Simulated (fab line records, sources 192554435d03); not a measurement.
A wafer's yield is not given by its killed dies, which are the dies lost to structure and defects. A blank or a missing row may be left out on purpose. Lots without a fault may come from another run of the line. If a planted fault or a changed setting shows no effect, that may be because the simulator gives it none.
The tool behind it: which one? :: flow n5_finfet :: Sampling: 10 lots, 29 wafers, 4 of 1938 route steps

WHAT THE GAUGES READ, wafer by wafer
N5_BEOL_M2_THK_MEAS_01.
lot: L504
measured: day 6 14:34
on: film_metro-02
M2_ILD_THK (nm): 79.7 80.0 78.5

lot: L505
measured: day 6 18:31
on: film_metro-01
M2_ILD_THK (nm): 78.1 78.4 78.6

lot: L511
measured: day 8 11:49
on: film_metro-02
M2_ILD_THK (nm): 76.7 77.8 78.2

lot: L514
measured: day 9 13:20
on: film_metro-01
M2_ILD_THK (nm): 79.2 79.1 79.9

lot: L518
measured: day 10 15:08
on: film_metro-01
M2_ILD_THK (nm): 131.6 130.7

lot: L519
measured: day 10 15:32
on: film_metro-02
M2_ILD_THK (nm): 78.1 132.4 132.0

lot: L520
measured: day 10 19:54
on: film_metro-01
M2_ILD_THK (nm): 78.0 77.7 133.1

lot: L523
measured: day 11 07:00
on: film_metro-01
M2_ILD_THK (nm): 79.2 79.5 80.0

lot: L524
measured: day 11 15:30
on: film_metro-01
M2_ILD_THK (nm): 77.6 78.8 78.9

lot: L525
measured: day 12 04:38
on: film_metro-01
M2_ILD_THK (nm): 77.9 78.8 78.3

EACH LOT AND THE TOOL THAT RAN IT (in order: tool; ch and the chambers of the sampled wafers; start)
lot: L504
N5_BEOL_M1_SPUTTER_94: pvd_sputter-03, day 6 13:07
N5_BEOL_M1_CMP_52: cmp-03 ch 0,1,3, day 6 13:56
N5_BEOL_M2_ILD_DEP_00: pecvd-03 ch 0,1,2, day 6 14:31

lot: L505
N5_BEOL_M1_SPUTTER_94: pvd_sputter-02, day 6 17:07
N5_BEOL_M1_CMP_52: cmp-03 ch 0,2,3, day 6 17:49
N5_BEOL_M2_ILD_DEP_00: pecvd-01 ch 0,1, day 6 18:26

lot: L511
N5_BEOL_M1_SPUTTER_94: pvd_sputter-03, day 8 09:37
N5_BEOL_M1_CMP_52: cmp-04 ch 0,1,3, day 8 11:01
N5_BEOL_M2_ILD_DEP_00: pecvd-04 ch 0,1,2, day 8 11:44

lot: L514
N5_BEOL_M1_SPUTTER_94: pvd_sputter-02, day 9 11:41
N5_BEOL_M1_CMP_52: cmp-01 ch 0,1,2, day 9 12:31
N5_BEOL_M2_ILD_DEP_00: pecvd-03 ch 0,1, day 9 13:16

lot: L518
N5_BEOL_M1_SPUTTER_94: pvd_sputter-01, day 10 13:43
N5_BEOL_M1_CMP_52: cmp-04 ch 0,1, day 10 14:31
N5_BEOL_M2_ILD_DEP_00: pecvd-03 ch 0,1, day 10 15:04

lot: L519
N5_BEOL_M1_SPUTTER_94: pvd_sputter-03, day 10 14:08
N5_BEOL_M1_CMP_52: cmp-03 ch 1,3, day 10 14:53
N5_BEOL_M2_ILD_DEP_00: pecvd-03 ch 0,1, day 10 15:28

lot: L520
N5_BEOL_M1_SPUTTER_94: pvd_sputter-02, day 10 18:29
N5_BEOL_M1_CMP_52: cmp-01 ch 1,2,3, day 10 19:13
N5_BEOL_M2_ILD_DEP_00: pecvd-03 ch 1,2, day 10 19:50

lot: L523
N5_BEOL_M1_SPUTTER_94: pvd_sputter-01, day 11 05:12
N5_BEOL_M1_CMP_52: cmp-03 ch 1,2, day 11 06:19
N5_BEOL_M2_ILD_DEP_00: pecvd-01 ch 0,1, day 11 06:56

lot: L524
N5_BEOL_M1_SPUTTER_94: pvd_sputter-02, day 11 13:58
N5_BEOL_M1_CMP_52: cmp-04 ch 0,2,3, day 11 14:47
N5_BEOL_M2_ILD_DEP_00: pecvd-04 ch 0,1, day 11 15:26

lot: L525
N5_BEOL_M1_SPUTTER_94: pvd_sputter-01, day 12 03:03
N5_BEOL_M1_CMP_52: cmp-01 ch 2,3, day 12 03:56
N5_BEOL_M2_ILD_DEP_00: pecvd-04 ch 0,1, day 12 04:34
- N5_BEOL_M1_SPUTTER_94: material Cu, target thk 4.5 nm, time 8.29 s.
- N5_BEOL_M1_CMP_52: polishes, stops on SiOC, t overpolish 6.8 s, target thk 40 nm.
- N5_BEOL_M2_ILD_DEP_00: deposits SiOC from DEMS/O2, target thk 79 nm, time 15.3 s.

THE ANSWER, worked out from the rows above alone
Rule: usual is defined by the lots themselves. Put in order of their means at a reading, lots are off if they are a third of the lots or fewer, leave a main group of 4 or more, and stand apart from it by a gap of 3 or more times the standard deviation of the main group's means; of several such gaps the widest counts. If all means in a main group match to the digits the tables above print for the reading, that group is not used. Also off: a lot with no number at a reading for which 4 or more lots have one. Any other lot the step has rows for is counted as sound.
Off: at N5_BEOL_M2_THK_MEAS_01 (M2_ILD_THK), L518, L519, L520. The main group: mean 78.7 nm, standard deviation 0.69.
If a tool, at a process step before that reading, ran all the lots that are off and no sound lot after the first of them, it fits. The gauges at N5_BEOL_M2_THK_MEAS_01 are tried like those tools. One fits: N5_BEOL_M2_ILD_DEP_00 on pecvd-03. A fault onset in the window from L514 (day 9 13:16, its last sound lot) to L518 (day 10 15:04, its first lot off) fits.

WHAT WAS PUT IN BY THE SIMULATOR
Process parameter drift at N5_BEOL_M2_ILD_DEP_00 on pecvd-03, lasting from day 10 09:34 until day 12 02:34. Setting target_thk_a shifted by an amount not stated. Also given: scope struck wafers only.
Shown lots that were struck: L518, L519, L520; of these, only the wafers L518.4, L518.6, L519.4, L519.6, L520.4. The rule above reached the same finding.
